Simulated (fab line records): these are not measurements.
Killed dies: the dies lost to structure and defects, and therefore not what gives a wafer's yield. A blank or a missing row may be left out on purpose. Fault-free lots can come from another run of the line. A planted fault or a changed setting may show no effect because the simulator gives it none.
Lot-split experiment    flow n5-finfet    21 wafers read across 7 lots, on a route 1938 steps long

== ON THE SPLIT ==
At N5_BEOL_M5_EXPOSE_25 (exposes mask V4, defocus 10 nm), the setting dose-mj was moved away from the recipe's 52.75 on 6 of the 21 wafers read, by -4.2% to +7.5%. The other wafers ran this setting at the recipe's value.

== FROM THE SPLIT TO THE READING: what the file shows between them, 2 steps ==
- N5_BEOL_M5_PEB_26: peb time 60 s
- N5_BEOL_M5_DEVELOP_27: develop time 30 s

== THE READING ==
cd-nm, in nm, at N5_BEOL_M5_CD_MEAS_28 (target cd 30.6 nm, target cd y 20 nm). On this fab line, fault-free wafers typically give 30.58 nm with a standard deviation of 0.23 nm.

wafer   tool, chamber at the split  dose-mj as run  against the recipe  cd-nm, nm  against lot-mates on the recipe
L075.1  euv-scanner-02, 0           52.75           recipe              31.04      -
L075.3  euv-scanner-02, 0           52.75           recipe              30.21      -
L075.5  euv-scanner-02, 0           52.75           recipe              30.52      -
L082.1  euv-scanner-02, 0           52.75           recipe              30.77      -
L082.2  euv-scanner-02, 0           52.75           recipe              30.70      -
L082.6  euv-scanner-02, 0           52.75           recipe              30.51      -
L083.1  euv-scanner-02, 0           52.75           recipe              30.51      -
L083.3  euv-scanner-02, 0           52.75           recipe              30.26      -
L083.4  euv-scanner-02, 0           52.75           recipe              30.60      -
L087.1  euv-scanner-01, 0           52.75           recipe              30.50      -
L087.2  euv-scanner-01, 0           52.75           recipe              30.67      -
L087.4  euv-scanner-01, 0           52.75           recipe              30.57      -
L093.3  euv-scanner-01, 0           55.61           +5.4%               32.03      no lot-mate on the recipe
L093.5  euv-scanner-01, 0           55.61           +5.4%               31.79      no lot-mate on the recipe
L093.6  euv-scanner-01, 0           55.61           +5.4%               32.12      no lot-mate on the recipe
L095.2  euv-scanner-02, 0           50.54           -4.2%               29.32      -1.52
L095.4  euv-scanner-02, 0           50.54           -4.2%               29.63      -1.21
L095.6  euv-scanner-02, 0           52.75           recipe              30.84      -
L096.1  euv-scanner-02, 0           52.75           recipe              30.57      -
L096.3  euv-scanner-02, 0           56.7            +7.5%               32.09      +1.42
L096.6  euv-scanner-02, 0           52.75           recipe              30.77      -

THE FIT
A straight line over all 21 wafers: cd-nm changes by +0.241 nm for each +1% of dose-mj; r = +0.96; the points scatter about the line by 0.21 nm.
The same after taking each lot's own level away (the mean of its wafers on the recipe; 18 wafers): +0.241 nm for each +1%; r = +0.93; scatter 0.23 nm.
That fit puts the effect of the largest move of dose-mj on the reading at 1.8 nm.
Across the lots, their own levels run from 30.457 to 30.840 nm, a range of 1.7 times the standard deviation given above.
The two slopes are in agreement: the lot-to-lot level therefore moves the slope only a little.
Check: for one of the wafers moved furthest among these (+7.5%), held out of the fit, the line's prediction against its lot-mates is +2.44 nm. It came out at +1.42 nm against them.

== THE WHOLE CHAIN: every reading that the file lists as answering this split, in the file's order ==
step                   what it does                                                         reading                                                         change (the file's fit)                r (the file's)
N5_BEOL_M5_CD_MEAS_28  target cd 30.6 nm, target cd y 20 nm                                 cd-nm                                                           +0.222 nm for each +1% of the setting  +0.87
N5_BEOL_M5_ETCH_75     etches underlayer in N2/H2, target depth 6.5 nm, time 5.2 s          BEOL_M5.cd-nm (the simulator's own value, which no gauge read)  +0.25 nm for each +1% of the setting   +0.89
N5_BEOL_M5_ETCH_67     etches SiARC in CF4, target depth 15.6 nm, time 26 s                 BEOL_M5.cd-nm (the simulator's own value, which no gauge read)  +0.239 nm for each +1% of the setting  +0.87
N5_BEOL_M5_ETCH_68     etches SOC in N2/H2, target depth 80 nm, overetch 16 nm, time 120 s  BEOL_M5.cd-nm (the simulator's own value, which no gauge read)  +0.23 nm for each +1% of the setting   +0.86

== THE FILE'S OWN FIT ==
cd-nm changes by +0.222 nm for each +1% of dose-mj, r = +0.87.
